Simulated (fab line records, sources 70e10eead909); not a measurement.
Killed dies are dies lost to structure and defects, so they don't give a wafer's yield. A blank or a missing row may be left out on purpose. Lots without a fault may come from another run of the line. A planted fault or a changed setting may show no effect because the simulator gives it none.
A struck lot beside a sound one | flow nand_harc | 40 steps out of a route of 1302
Sound: wafers L172.1, L172.3, L172.6. Struck: wafers L178.1, L178.5, L178.6. The cause comes at the end.
At each step with rows: each side's tool, then ch and its chambers, then its first start. Under that, the readings that differ: sound wafers | struck wafers | difference of the means | sigmas: that difference in standard deviations of wafers without a fault.
alike: readings whose means differ by less than 2 such deviations, and words and numbers that are the same on both sides. not compared: withheld readings, readings that some wafer has no value for, bounds like >300 that may hide the same value, and numbers for which the record gives no deviation and whose values overlap.
The two part at a step that has a row with sigmas, a row that says differs or no value, or rows on one side only. Numbers that don't overlap but have no deviation are shown without sigmas and don't part them. A reading that every wafer of one side lacks parts them only if that side has two wafers or more.

NHARC_P_M2_OVL_MEAS_10: pitch 340 nm.
  sound on overlay-01, day 8 03:20; struck on overlay-02, day 10 13:46
  alike: overlay_x_nm, overlay_y_nm
NHARC_P_M2_INSPECT_11:
  sound on defect_inspect-01, day 8 03:23; struck on defect_inspect-02, day 10 13:47
  alike: raw_defect_count
then, 1 step without rows for these wafers: NHARC_P_M2_DESCUM_14 (chemistry O2, time 3 s).
NHARC_P_M2_ETCH_35: etches the open film in N2/H2, target depth 40 nm, overetch 12 nm, time 43.94 s.
  sound on rie_diel-10 ch 0,2,3, day 8 03:32; struck on rie_diel-11 ch 0,2,3, day 10 13:57
  alike: drypump_motor_current_A, oes_product_au, rf_fwd_power_W, rf_vpp_V, showerhead_plenum_p_Torr, throttle_valve_pct
  not compared: rf_hours_counter_h
then, 1 step without rows for these wafers: NHARC_P_M2_ETCH_15 (etches the open film in C4F8/Ar, target depth 182.5 nm, time 91.2 s).
NHARC_P_M2_CD_MEAS_16:
  sound on cd_sem-02, day 8 03:45; struck on cd_sem-03, day 10 14:10
  alike: cd_nm
then, 1 step without rows for these wafers: NHARC_P_M2_STRIP_18 (strips in N2/H2).
NHARC_P_M2_ETCH_28: etches the open film in CF4/N2, target depth 30 nm, time 72.99 s.
  sound on rie_diel-10 ch 0,1,3; struck on rie_diel-10 ch 0,2,3
  alike: drypump_motor_current_A, oes_product_au, rf_fwd_power_W, rf_vpp_V, showerhead_plenum_p_Torr, throttle_valve_pct
  not compared: rf_hours_counter_h
then, 1 step without rows for these wafers: NHARC_P_M2_STRIP_19 (strips in post etch residue remover, time 600 s).
NHARC_P_M2_DEGAS_29: time 60 s.
  sound on pvd_sputter-02, day 8 04:58; struck on pvd_sputter-03, day 10 14:55
  alike: heater_power_w
then, 2 steps without rows for these wafers: NHARC_P_M2_PRE_CLEAN_30 (time 30 s); NHARC_P_M2_PVD_20 (deposits TaN, target thk 5 nm, time 8.06 s).
NHARC_P_M2_PVD_21: deposits Cu, target thk 30 nm, time 20.49 s.
  sound on pvd_sputter-02, day 8 05:10; struck on pvd_sputter-03, day 10 15:09
  alike: throttle_valve_pct
then, 2 steps without rows for these wafers: NHARC_P_M2_ECD_22 (material Cu, target thk 400 nm); NHARC_P_M2_ANNEAL_31 (time 90 s).
NHARC_P_M2_CMP_23: polishes, t overpolish 20 s, target thk 144.3 nm.
  sound on cmp-04 ch 0,1,2, day 8 06:02; struck on cmp-02 ch 0,2,3, day 10 16:02
  alike: motor_current_A, retaining_ring_pressure_frac, time_to_endpoint_s
then, 3 steps without rows for these wafers: NHARC_P_M2_SRD_25; NHARC_P_M2_PRE_CLEAN_32 (time 12 s); NHARC_P_M2_DEP_33 (deposits SiCN, target thk 30 nm).
NHARC_P_BONDPAD_DEP_00: deposits SiCN, target thk 250 nm.
  sound on pecvd-03 ch 0,1,2; struck on pecvd-01 ch 0,2, day 10 17:10
  alike: heater_power_w, rf_fwd_power_W
then, 1 step without rows for these wafers: NHARC_P_BONDPAD_CMP_32 (polishes SiCN, target thk 200 nm).
NHARC_P_BONDPAD_THK_MEAS_33: measures by ellipsometry.
  sound on film_metro-01, day 8 07:43; struck on film_metro-01, day 10 17:50
  alike: thk_nm
then, 10 steps without rows for these wafers: NHARC_P_BONDPAD_SRD_34; NHARC_P_BONDPAD_DEHYDRATE_01 (time 120 s); NHARC_P_BONDPAD_HMDS_02 (time 30 s); NHARC_P_BONDPAD_COAT_36 (time 65 s); NHARC_P_BONDPAD_COAT_03 (resist thk 600 nm); NHARC_P_BONDPAD_SOFTBAKE_04 (time 70 s); NHARC_P_BONDPAD_EBR_05; NHARC_P_BONDPAD_EXPOSE_06 (exposes mask P BPAD); NHARC_P_BONDPAD_PEB_07 (peb time 80 s); NHARC_P_BONDPAD_DEVELOP_08 (time 50 s).
NHARC_P_BONDPAD_CD_MEAS_09: target cd 500 nm.
  sound on cd_sem-03 ch 0, day 8 08:17; struck on cd_sem-03 ch 0, day 10 18:24
  alike: cd_nm
NHARC_P_BONDPAD_OVL_MEAS_38:
  sound on overlay-01, day 8 08:22; struck on overlay-02, day 10 18:29
  alike: overlay_x_nm, overlay_y_nm
then, 4 steps without rows for these wafers: NHARC_P_BONDPAD_HARDBAKE_10 (time 65 s); NHARC_P_BONDPAD_DESCUM_11 (chemistry O2, time 3 s); NHARC_P_BONDPAD_ETCH_37 (etches the open film in N2/H2, target depth 60 nm, overetch 18 nm, time 65.91 s); NHARC_P_BONDPAD_ETCH_12 (etches the open film in CHF3/O2, target depth 200 nm, time 100 s).
NHARC_P_BONDPAD_CD_MEAS_13:
  sound on cd_sem-02, day 8 08:49; struck on cd_sem-01, day 10 18:56
  alike: cd_nm
-- the record jumps here: 18 days lie between the struck wafers' starts before and after (it left off in module P_BONDPAD and takes up again in module END, whose first step shown is number 1302 of the route) --
NHARC_END_SORT_01:
  sound on prober-02 ch 0, day 26 23:14; struck on prober-01 ch 0, day 28 15:20
  reading                  | sound    | struck      | difference | sigmas
  defect_limited_yield (%) | 94 94 93 | 83 83 77    | -13        | -4
  killed_at_periphery      | 6 8 9    | 60 34 74    | +48        | +19
  killed_dies              | 38 39 45 | 118 113 157 | +89        | +4
  alike: killed_at_array, killed_at_other, killed_open, killed_short

WHERE THEY PART
Only at NHARC_END_SORT_01, within this record.

WHY: what the simulator had put in
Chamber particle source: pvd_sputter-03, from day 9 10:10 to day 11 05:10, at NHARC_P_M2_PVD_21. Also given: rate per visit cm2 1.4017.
